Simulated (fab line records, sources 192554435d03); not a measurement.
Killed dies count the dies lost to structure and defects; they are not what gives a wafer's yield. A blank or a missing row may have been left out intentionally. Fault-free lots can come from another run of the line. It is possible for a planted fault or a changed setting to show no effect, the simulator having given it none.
fab line records ; flow n5-finfet
record lots=6; wafers=18; last-day=17
route steps=1938 shown MOL_CONTACT_COAG@526 BEOL_M4@1111
lots that met no fault: from a run of the same line without faults
start-h: hours from the record's first day to the start of the lot's first wafer shown ; wait-h: hours elapsed since this lot's preceding step ; " identical to the entry in the row above ; L1.1+2: several wafers, shown together as one row ; - either no value or no given start ; * or withheld: withheld ; < > ~ a bound
route shown NAME@n: names a module that has steps shown in the file, with the first one's number in the route ; usual: mean/standard deviation of fault-free wafers ; same: alike in all rows ; chamber/n: place in a boat ; sites: the reading at each site ; _std_site: standard deviation of those values ; _edge_site: mean of outer sites minus mean of inner sites ; radius-mm: for every site, how far away it sits from the centre of the wafer ; mask NAME#n: copy n ; behind: the most recent tool/chamber to have shaped the wafer ; hold: why the lot went on hold/how many hours it stayed there/how the hold came to an end ; device: whichever transistor did not switch (one of n, p or np) ; end of line: the route-end tests of the same wafers ; a step given without rows: its recipe and nothing more ; killed: at the first sort, the dies lost to defects and structure; wafer yield is something else ; map: a wafer's dies, marking killed ones x, the rest . and places with no die _
set.NAME: the setting the step ran with; set.NAME@STEP: the setting that earlier step ran with ; model.NAME: the simulator's own value behind a step, which no gauge read
certain route steps with their lots: each step a table, each wafer a row
services: from which hour (start-h, from the record's first day; less than 0 if before it) a tool's chamber was out of use, for how many hours, and why
## steps
# step N5_MOL_CONTACT_COAG_CD_MEAS_08
# recipe target-cd-nm=28; landing-energy-ev=500; detector=se-inlens; polarity=opening
# usual cd-nm=28.00/0.24
lot.wafer;tool;chamber;start-h;wait-h;cd-nm
L499.1;cd-sem-03;0;106.89;-;27.84
L499.3;cd-sem-03;0;106.89;-;27.35
L499.5;cd-sem-03;0;106.89;-;27.83
L503.2;cd-sem-01;0;130.70;-;28.28
L503.5;cd-sem-01;0;130.70;-;27.90
L503.6;cd-sem-01;0;130.70;-;28.36
L508.1;cd-sem-03;0;161.38;-;27.68
L508.3;cd-sem-03;0;161.38;-;27.69
L508.5;cd-sem-03;0;161.38;-;28.05
L511.3;cd-sem-01;0;172.63;-;28.13
L511.4;cd-sem-01;0;172.63;-;27.86
L511.5;cd-sem-01;0;172.63;-;27.72
L512.2;cd-sem-01;0;180.11;-;28.53
L512.4;cd-sem-01;0;180.11;-;27.90
L512.6;cd-sem-01;0;180.11;-;28.18
L516.2;cd-sem-01;0;209.09;-;28.05
L516.4;cd-sem-01;0;209.09;-;28.11
L516.6;cd-sem-01;0;209.09;-;27.84
# step N5_MOL_CONTACT_COAG_OVL_MEAS_09
# recipe points-per-wafer=522
# usual CA_OVL=-0.3/0.64
# same points-per-wafer=522
lot.wafer;tool;chamber;start-h;wait-h;CA_OVL[nm]
L499.1;overlay-02;0;106.93;0.0;0.6
L499.3;overlay-02;0;106.93;0.0;-0.4
L499.5;overlay-02;0;106.93;0.0;-0.6
L503.2;overlay-01;0;130.74;0.0;-0.7
L503.5;overlay-01;0;130.74;0.0;1.0
L503.6;overlay-01;0;130.74;0.0;1.0
L508.1;overlay-02;0;161.41;0.0;0.1
L508.3;overlay-02;0;161.41;0.0;0.8
L508.5;overlay-02;0;161.41;0.0;-0.2
L511.3;overlay-02;0;172.67;0.0;-0.8
L511.4;overlay-02;0;172.67;0.0;-0.5
L511.5;overlay-02;0;172.67;0.0;-0.8
L512.2;overlay-02;0;180.14;0.0;-1.2
L512.4;overlay-02;0;180.14;0.0;-1.0
L512.6;overlay-02;0;180.14;0.0;-1.3
L516.2;overlay-02;0;209.12;0.0;1.4
L516.4;overlay-02;0;209.12;0.0;1.4
L516.6;overlay-02;0;209.12;0.0;0.7
# step N5_MOL_CONTACT_COAG_INSPECT_10
# recipe mode=adi; inspect-instrument=brightfield
# usual raw-defect-count=68/27
lot.wafer;tool;chamber;start-h;wait-h;raw-defect-count
L499.1;defect-inspect-02;-;106.99;0.1;32
L499.3;defect-inspect-02;-;106.99;0.1;69
L499.5;defect-inspect-02;-;106.99;0.1;35
L503.2;defect-inspect-01;-;130.79;0.0;45
L503.5;defect-inspect-01;-;130.79;0.0;48
L503.6;defect-inspect-01;-;130.79;0.0;80
L508.1;defect-inspect-02;-;161.47;0.1;60
L508.3;defect-inspect-02;-;161.47;0.1;118
L508.5;defect-inspect-02;-;161.47;0.1;96
L511.3;defect-inspect-01;-;172.71;0.0;62
L511.4;defect-inspect-01;-;172.71;0.0;31
L511.5;defect-inspect-01;-;172.71;0.0;47
L512.2;defect-inspect-01;-;180.20;0.0;174
L512.4;defect-inspect-01;-;180.20;0.0;59
L512.6;defect-inspect-01;-;180.20;0.0;52
L516.2;defect-inspect-02;-;209.18;0.0;61
L516.4;defect-inspect-02;-;209.18;0.0;73
L516.6;defect-inspect-02;-;209.18;0.0;70
# step N5_MOL_CONTACT_COAG_DESCUM_13
# recipe chemistry=O2; time-s=7; source-power-w=50; bias-power-w=20; pressure-mtorr=20; rf-frequency-hz=2.712e+07; temp-c=40; resist=CAR-EUV; o2-flow-sccm=225
# usual bias-power-w=20.00/0.058; drypump-motor-current-A=5.4/0.34; oes-product-au=0.77/0.077; rf-vpp-V=244.0/1.2; showerhead-plenum-p-Torr=2.15/0.056; throttle-valve-pct=20.43/0.16
# same time-s=7
lot.wafer;tool;chamber;start-h;wait-h;bias-power-w;drypump-motor-current-A;oes-product-au;rf-hours-counter-h;rf-vpp-V;showerhead-plenum-p-Torr;throttle-valve-pct
L499.1;rie-diel-06;2;107.02;0.0;19.99;4.9;0.75;147;244.5;2.18;20.12
L499.3;rie-diel-06;1;107.02;0.0;20.03;5.6;0.73;186;245.4;2.19;20.41
L499.5;rie-diel-06;2;107.02;0.0;19.98;5.0;0.76;-;244.9;2.18;20.13
L503.2;rie-diel-01;0;130.83;0.0;19.91;5.6;0.71;213;244.5;2.16;20.21
L503.5;rie-diel-01;0;130.83;0.0;19.91;5.6;0.72;-;243.4;2.16;20.18
L503.6;rie-diel-01;3;130.83;0.0;20.09;5.2;0.74;-;242.0;2.08;20.32
L508.1;rie-diel-02;2;161.50;0.0;20.04;5.4;0.71;212;244.0;2.18;20.66
L508.3;rie-diel-02;1;161.50;0.0;19.94;5.6;0.70;194;245.9;2.18;20.67
L508.5;rie-diel-02;0;161.50;0.0;19.95;5.2;0.93;-;244.3;2.23;20.38
L511.3;rie-diel-02;3;172.75;0.0;19.89;5.9;0.75;133;243.6;2.10;20.56
L511.4;rie-diel-02;0;172.75;0.0;19.94;5.2;0.91;27;245.5;2.23;20.38
L511.5;rie-diel-02;0;172.75;0.0;19.91;5.2;0.91;-;245.8;2.23;20.40
L512.2;rie-diel-06;0;180.28;0.1;20.02;5.2;0.77;129;244.3;2.18;20.58
L512.4;rie-diel-06;3;180.28;0.1;20.00;5.6;0.94;17;242.6;2.04;20.43
L512.6;rie-diel-06;1;180.28;0.1;20.07;5.6;0.72;-;244.2;2.18;20.44
L516.2;rie-diel-06;0;209.21;0.0;20.07;5.2;0.76;141;244.7;2.18;20.58
L516.4;rie-diel-06;0;209.21;0.0;20.04;5.2;0.77;-;245.0;2.18;20.60
L516.6;rie-diel-06;1;209.21;0.0;20.05;5.6;0.71;-;243.3;2.18;20.46
# step N5_MOL_CONTACT_COAG_ETCH_59
# recipe chemistry=N2/H2; target=underlayer; target-depth-a=130; mask-material=CAR-EUV; time-s=10.4; ion-energy-ev=200; pressure-mtorr=30; source-w=840; bias-w=150; n2-flow-sccm=200; h2-flow-sccm=200; ends=cleared
# step N5_MOL_CONTACT_COAG_ETCH_105
# recipe chemistry=CF4; target=SiARC; target-depth-a=156; mask-material=CAR-EUV; time-s=26; ion-energy-ev=80; pressure-mtorr=40; source-w=545; bias-w=36; Ar_flow_sccm=100; cf4-flow-sccm=100; ends=cleared
# step N5_MOL_CONTACT_COAG_ETCH_106
# recipe chemistry=N2/H2; target=SOC; target-depth-a=800; overetch-a=160; mask-material=SiARC; temp-c=40; time-s=120; ion-energy-ev=200; pressure-mtorr=30; source-w=840; bias-w=150; n2-flow-sccm=200; h2-flow-sccm=200
# usual drypump-motor-current-A=5.4/0.34; oes-product-au=0.68/0.067; rf-vpp-V=525.6/1.8; showerhead-plenum-p-Torr=2.60/0.064; throttle-valve-pct=17.84/0.19
# same time-s=120
lot.wafer;tool;chamber;start-h;wait-h;drypump-motor-current-A;oes-product-au;rf-hours-counter-h;rf-vpp-V;showerhead-plenum-p-Torr;throttle-valve-pct
L499.1;rie-diel-06;2;107.11;0.0;4.9;0.67;147;527.0;2.64;17.61
L499.3;rie-diel-06;1;107.11;0.0;5.6;0.65;186;526.2;2.62;17.53
L499.5;rie-diel-06;2;107.11;0.0;4.9;0.67;-;526.1;2.64;17.60
L503.2;rie-diel-01;0;130.91;0.0;5.6;0.63;213;525.8;2.63;17.74
L503.5;rie-diel-01;0;130.91;0.0;5.5;0.62;-;525.4;2.63;17.76
L503.6;rie-diel-01;3;130.91;0.0;5.2;0.66;-;524.7;2.52;17.76
L508.1;rie-diel-02;2;161.59;0.0;5.4;0.64;212;526.7;2.61;17.86
L508.3;rie-diel-02;1;161.59;0.0;5.6;0.64;194;526.8;2.64;18.18
L508.5;rie-diel-02;0;161.59;0.0;5.2;0.81;-;529.7;2.71;17.83
L511.3;rie-diel-02;3;172.83;0.0;5.8;0.67;133;522.9;2.54;17.85
L511.4;rie-diel-02;0;172.83;0.0;5.2;0.81;27;530.3;2.71;17.84
L511.5;rie-diel-02;0;172.83;0.0;5.2;0.81;-;528.1;2.71;17.86
L512.2;rie-diel-06;0;180.36;0.0;5.2;0.69;129;527.6;2.66;18.17
L512.4;rie-diel-06;3;180.36;0.0;5.6;0.83;17;524.9;2.48;17.78
L512.6;rie-diel-06;1;180.36;0.0;5.6;0.64;-;525.7;2.61;17.56
L516.2;rie-diel-06;0;209.29;0.0;5.2;0.68;141;526.4;2.66;18.19
L516.4;rie-diel-06;0;209.29;0.0;5.2;0.68;-;527.3;2.66;18.20
L516.6;rie-diel-06;1;209.29;0.0;5.6;0.63;-;524.4;2.60;17.59
# step N5_MOL_CONTACT_COAG_STRIP_107
# recipe chemistry=N2/H2; temp-c=40; n2-flow-sccm=200; h2-flow-sccm=200; rf-frequency-hz=6e+07
# step N5_MOL_CONTACT_COAG_STRIP_108
# recipe chemistry=N2/H2; temp-c=40; n2-flow-sccm=200; h2-flow-sccm=200; rf-frequency-hz=6e+07
# step N5_MOL_CONTACT_COAG_CONTACT_ETCH_14
# recipe chemistry=C4F6/O2; target=SiO2; target-depth-a=275; overetch-a=85; mask-material=SOC; pressure-mtorr=30; source-w=370; bias-w=185; Ar_flow_sccm=300; C4F6_flow_sccm=16; O2_flow_sccm=10; time-s=20; ion-energy-ev=259.6
# usual drypump-motor-current-A=5.4/0.34; oes-product-au=0.65/0.063; rf-vpp-V=694.7/2.4; showerhead-plenum-p-Torr=2.95/0.066; throttle-valve-pct=21.29/0.13
# same time-s=20
lot.wafer;tool;chamber;start-h;wait-h;drypump-motor-current-A;oes-product-au;rf-hours-counter-h;rf-vpp-V;showerhead-plenum-p-Torr;throttle-valve-pct
L499.1;rie-diel-06;2;107.21;0.0;4.9;0.63;147;694.5;3.02;21.14
L499.3;rie-diel-06;1;107.21;0.0;5.6;0.62;186;695.4;2.98;21.11
L499.5;rie-diel-06;2;107.21;0.0;5.0;0.63;-;696.0;3.02;21.13
L503.2;rie-diel-01;0;131.01;0.0;5.6;0.60;213;694.4;2.99;21.20
L503.5;rie-diel-01;0;131.01;0.0;5.6;0.59;-;695.0;2.99;21.20
L503.6;rie-diel-01;3;131.01;0.0;5.2;0.63;-;691.7;2.87;21.23
L508.1;rie-diel-02;2;161.69;0.0;5.4;0.61;212;695.5;2.97;21.38
L508.3;rie-diel-02;1;161.69;0.0;5.6;0.61;194;695.2;2.97;21.44
L508.5;rie-diel-02;0;161.69;0.0;5.2;0.78;-;698.4;3.04;21.19
L511.3;rie-diel-02;3;172.93;0.0;5.9;0.64;133;692.4;2.88;21.37
L511.4;rie-diel-02;0;172.93;0.0;5.2;0.78;27;698.4;3.04;21.17
L511.5;rie-diel-02;0;172.93;0.0;5.2;0.78;-;699.0;3.04;21.18
L512.2;rie-diel-06;0;180.46;0.0;5.2;0.65;129;696.0;3.01;21.52
L512.4;rie-diel-06;3;180.46;0.0;5.7;0.79;17;689.4;2.83;21.32
L512.6;rie-diel-06;1;180.46;0.0;5.6;0.60;-;695.6;2.97;21.13
L516.2;rie-diel-06;0;209.39;0.0;5.2;0.65;141;697.3;3.01;21.55
L516.4;rie-diel-06;0;209.39;0.0;5.2;0.64;-;696.7;3.01;21.55
L516.6;rie-diel-06;1;209.39;0.0;5.6;0.60;-;695.5;2.96;21.17
# step N5_MOL_CONTACT_COAG_STRIP_109
# recipe chemistry=C4F6/O2; resist=SiARC; rf-frequency-hz=6e+07
# step N5_MOL_CONTACT_COAG_ETCH_15
# recipe chemistry=CH3F/O2; target=SiNx; target-depth-a=70; mask-material=SOC; stop-on=Si:P; over-etch-frac=0.75; ion-energy-ev=120; pressure-mtorr=30; source-w=395; bias-w=73; Ar_flow_sccm=150; CH3F_flow_sccm=30; O2_flow_sccm=20
# usual drypump-motor-current-A=5.4/0.33; oes-product-au=0.56/0.055; rf-vpp-V=298/5.9; showerhead-plenum-p-Torr=2.05/0.048; throttle-valve-pct=16.35/0.12
lot.wafer;tool;chamber;start-h;wait-h;drypump-motor-current-A;oes-product-au;rf-hours-counter-h;rf-vpp-V;showerhead-plenum-p-Torr;throttle-valve-pct
L499.1;rie-diel-06;2;107.24;0.0;4.9;0.55;147;302;2.10;16.14
L499.3;rie-diel-06;1;107.24;0.0;5.6;0.54;186;305;2.07;16.22
L499.5;rie-diel-06;2;107.24;0.0;4.9;0.55;-;302;2.10;16.16
L503.2;rie-diel-01;0;131.04;0.0;5.6;0.51;213;286;2.08;16.28
L503.5;rie-diel-01;0;131.04;0.0;5.6;0.52;-;286;2.08;16.27
L503.6;rie-diel-01;3;131.04;0.0;5.2;0.54;-;298;1.99;16.29
L508.1;rie-diel-02;2;161.72;0.0;5.4;0.52;212;301;2.07;16.45
L508.3;rie-diel-02;1;161.72;0.0;5.7;0.53;194;300;2.07;16.50
L508.5;rie-diel-02;0;161.72;0.0;5.2;0.68;-;297;2.12;16.23
L511.3;rie-diel-02;3;172.97;0.0;5.8;0.55;133;295;2.00;16.42
L511.4;rie-diel-02;0;172.97;0.0;5.2;0.66;27;295;2.12;16.22
L511.5;rie-diel-02;0;172.97;0.0;5.2;0.66;-;294;2.12;16.20
L512.2;rie-diel-06;0;180.50;0.0;5.2;0.56;129;304;2.09;16.53
L512.4;rie-diel-06;3;180.50;0.0;5.7;0.68;17;288;1.97;16.31
L512.6;rie-diel-06;1;180.50;0.0;5.6;0.53;-;305;2.07;16.28
L516.2;rie-diel-06;0;209.43;0.0;5.2;0.56;141;302;2.09;16.57
L516.4;rie-diel-06;0;209.43;0.0;5.1;0.55;-;303;2.09;16.56
L516.6;rie-diel-06;1;209.43;0.0;5.6;0.52;-;305;2.06;16.28
# step N5_MOL_CONTACT_COAG_ETCH_110
# recipe chemistry=CF4/O2; target=Si; target-depth-a=25; time-s=8; pressure-mtorr=100; source-w=200; bias-w=12; ion-energy-ev=60; Ar_flow_sccm=100; cf4-flow-sccm=100; O2_flow_sccm=10
# usual drypump-motor-current-A=5.4/0.34; oes-product-au=0.77/0.081; rf-vpp-V=127.9/2.9; showerhead-plenum-p-Torr=2.28/0.052; throttle-valve-pct=10.79/0.15
# same time-s=8
lot.wafer;tool;chamber;start-h;wait-h;drypump-motor-current-A;oes-product-au;rf-hours-counter-h;rf-vpp-V;showerhead-plenum-p-Torr;throttle-valve-pct;model.etch.depth-nm;model.SOC_of_MOL_CONTACT_COAG_COAT_103.thk-nm
L499.1;rie-diel-06;2;107.30;0.0;4.9;0.75;147;128.8;2.31;10.57;2.508;73.6
L499.3;rie-diel-06;1;107.30;0.0;5.6;0.72;186;130.3;2.31;10.74;2.498;73.6
L499.5;rie-diel-06;2;107.30;0.0;5.0;0.75;-;128.2;2.31;10.56;2.532;73.6
L503.2;rie-diel-01;0;131.10;0.0;5.6;0.70;213;123.5;2.30;10.77;2.499;73.4
L503.5;rie-diel-01;0;131.10;0.0;5.6;0.70;-;122.3;2.30;10.79;2.523;73.2
L503.6;rie-diel-01;3;131.10;0.0;5.2;0.73;-;128.8;2.21;10.79;2.441;73.4
L508.1;rie-diel-02;2;161.78;0.0;5.4;0.72;212;129.4;2.30;11.02;2.531;73.6
L508.3;rie-diel-02;1;161.78;0.0;5.6;0.70;194;128.8;2.30;11.02;2.45;73.8
L508.5;rie-diel-02;0;161.78;0.0;5.2;0.91;-;127.4;2.36;10.59;2.483;73.6
L511.3;rie-diel-02;3;173.03;0.0;5.8;0.76;133;126.3;2.23;10.84;2.516;73.4
L511.4;rie-diel-02;0;173.03;0.0;5.2;0.91;27;127.7;2.36;10.61;2.482;73.6
L511.5;rie-diel-02;0;173.03;0.0;5.2;0.91;-;127.0;2.36;10.60;2.479;73.6
L512.2;rie-diel-06;0;180.56;0.0;5.2;0.79;129;130.0;2.32;10.92;2.577;73.6
L512.4;rie-diel-06;3;180.56;0.0;5.7;0.79;17;122.2;2.18;10.55;1.919;73.8
L512.6;rie-diel-06;1;180.56;0.0;5.6;0.59;-;131.8;2.30;10.84;1.812;74.2
L516.2;rie-diel-06;0;209.49;0.0;5.2;0.78;141;129.5;2.32;10.95;2.595;73.4
L516.4;rie-diel-06;0;209.49;0.0;5.2;0.64;-;129.7;2.32;10.96;1.863;74
L516.6;rie-diel-06;1;209.49;0.0;5.6;0.59;-;132.7;2.29;10.86;1.849;73.8
# step N5_MOL_CONTACT_COAG_STRIP_98
# recipe chemistry=N2/H2; power-w=500; temp-c=40; pressure-mtorr=50; rf-frequency-hz=6e+07; overash-fraction=0.3; bias-power-w=8; h2-frac=0.5; n2-flow-sccm=300; h2-flow-sccm=300
# usual bias-power-w=7.999/0.022; drypump-motor-current-A=5.4/0.34; oes-product-au=0.77/0.076; rf-vpp-V=54.5/1.6; showerhead-plenum-p-Torr=3.43/0.081; throttle-valve-pct=19.1/0.39
lot.wafer;tool;chamber;start-h;wait-h;bias-power-w;drypump-motor-current-A;oes-product-au;rf-hours-counter-h;rf-vpp-V;showerhead-plenum-p-Torr;throttle-valve-pct
L499.1;rie-diel-06;2;107.35;0.0;8.009;5.0;0.76;147;54.0;3.48;19.0
L499.3;rie-diel-06;1;107.35;0.0;7.990;5.6;0.73;186;53.3;3.45;18.4
L499.5;rie-diel-06;2;107.35;0.0;8.029;5.0;0.76;-;56.4;3.48;19.0
L503.2;rie-diel-01;0;131.15;0.0;8.002;5.6;0.71;213;53.5;3.47;19.1
L503.5;rie-diel-01;0;131.15;0.0;8.010;5.6;0.70;-;51.5;3.47;19.1
L503.6;rie-diel-01;3;131.15;0.0;8.047;5.2;0.74;-;54.6;3.34;18.9
L508.1;rie-diel-02;2;161.83;0.0;8.014;5.4;0.70;212;55.4;3.45;18.9
L508.3;rie-diel-02;1;161.83;0.0;7.987;5.7;0.69;194;54.9;3.48;19.6
L508.5;rie-diel-02;0;161.83;0.0;8.000;5.2;0.90;-;53.1;3.58;19.1
L511.3;rie-diel-02;3;173.07;0.0;8.039;5.9;0.76;133;50.9;3.36;18.8
L511.4;rie-diel-02;0;173.07;0.0;7.995;5.2;0.90;27;54.1;3.57;19.1
L511.5;rie-diel-02;0;173.07;0.0;7.985;5.3;0.90;-;57.9;3.57;19.1
L512.2;rie-diel-06;0;180.61;0.0;8.011;5.2;0.78;129;55.7;3.51;19.9
L512.4;rie-diel-06;3;180.61;0.0;8.038;5.6;0.95;17;53.1;3.28;19.1
L512.6;rie-diel-06;1;180.61;0.0;7.949;5.6;0.72;-;55.2;3.44;18.4
L516.2;rie-diel-06;0;209.54;0.0;8.016;5.2;0.77;141;56.3;3.50;19.9
L516.4;rie-diel-06;0;209.54;0.0;7.996;5.2;0.76;-;54.8;3.50;19.8
L516.6;rie-diel-06;1;209.54;0.0;8.016;5.6;0.70;-;53.5;3.43;18.5
# step N5_BEOL_M4_RC_MEAS_101
# usual DIBL_N=36.1/1.6; DIBL_P=36.6/1.9; IOFF_N=0.160/0.026; IOFF_P=0.210/0.028; ION_N=677/10; ION_P=464/6.9; SS_N=71.4/0.56; SS_P=73.3/0.61; VT_N=249.1/2.6; VT_P=-250/3.3
lot.wafer;tool;chamber;start-h;wait-h;DIBL_N[mV/V];DIBL_P[mV/V];IOFF_N[nA/um];IOFF_P[nA/um];ION_N[uA/um];ION_P[uA/um];SS_N[mV/dec];SS_P[mV/dec];VT_N[mV];VT_P[mV]
L499.1;prober-01;0;181.72;0.0;36.8;37.2;0.162;0.232;684;467;71.8;73.3;247.0;-248
L499.3;prober-01;0;181.72;0.0;35.4;37.1;0.147;0.228;685;476;71.8;72.8;247.4;-245
L499.5;prober-01;0;181.72;0.0;36.1;37.2;0.157;0.218;682;467;71.4;72.8;249.6;-249
L503.2;prober-01;0;215.95;0.2;36.8;36.8;0.146;0.172;684;458;71.1;72.7;248.3;-256
L503.5;prober-01;0;215.95;0.2;37.4;38.4;0.175;0.200;682;462;72.0;73.0;248.9;-253
L503.6;prober-01;0;215.95;0.2;37.0;37.8;0.153;0.184;669;458;71.3;73.0;249.1;-255
L508.1;prober-01;0;245.03;0.0;32.4;32.9;0.109;0.172;653;456;71.5;72.4;255.0;-252
L508.3;prober-01;0;245.03;0.0;35.3;35.7;0.151;0.203;662;461;71.1;73.8;250.9;-251
L508.5;prober-01;0;245.03;0.0;33.5;34.0;0.126;0.177;668;457;72.9;72.3;252.1;-251
L511.3;prober-02;0;262.79;0.3;36.9;36.2;0.176;0.242;684;472;71.2;73.8;245.4;-244
L511.4;prober-02;0;262.79;0.3;37.8;37.0;0.184;0.249;697;480;71.1;73.4;247.3;-246
L511.5;prober-02;0;262.79;0.3;35.5;34.0;0.146;0.206;664;463;70.4;73.0;249.8;-248
L512.2;prober-01;0;279.27;0.2;38.9;38.9;0.204;0.242;693;468;71.9;74.3;246.9;-250
L512.4;prober-01;0;279.27;0.2;37.6;37.8;0.174;0.228;683;462;72.1;74.1;247.9;-248
L512.6;prober-01;0;279.27;0.2;37.6;38.1;0.181;0.228;691;468;72.0;74.4;245.7;-252
L516.2;prober-02;0;283.93;0.2;38.2;39.9;0.210;0.270;684;474;72.1;74.5;245.3;-243
L516.4;prober-02;0;283.93;0.2;34.2;35.7;0.137;0.204;669;465;70.9;72.7;249.0;-247
L516.6;prober-02;0;283.93;0.2;36.4;37.1;0.166;0.225;675;464;71.6;73.0;248.3;-245
## services
tool;chamber;start-h;hours;kind
rie-diel-01;-;85.27;0.6;repair
rie-diel-06;3;86.01;8.5;repair
rie-diel-02;1;87.60;7.7;repair
rie-diel-02;1;101.25;2.7;repair
rie-diel-06;3;105.77;-;clean
rie-diel-06;3;105.77;-;consumable-replace:focus-ring
rie-diel-06;3;105.77;17.6;scheduled-down
rie-diel-06;3;105.77;17.6;vent-cycle
rie-diel-06;-;127.99;14.6;pm
rie-diel-01;1;191.40;6.2;repair
rie-diel-06;2;200.16;11.6;repair
## key
first-sign none at tools or gauges
model-effect step=N5_MOL_CONTACT_COAG_ETCH_110; value=etch.depth-nm; without=2.585; struck=1.861
met-at N5_MOL_CONTACT_COAG_ETCH_110
struck-wafers L512.4,L512.6,L516.4,L516.6
onset-between 107.30 180.56
fault kind=process-parameter-drift; tool=rie-diel-06; chamber=-; onset-h=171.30; steps=N5_MOL_CONTACT_COAG_ETCH_110; channel=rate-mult; offset=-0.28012; shape=step; end-h=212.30; scope=struck-wafers-only
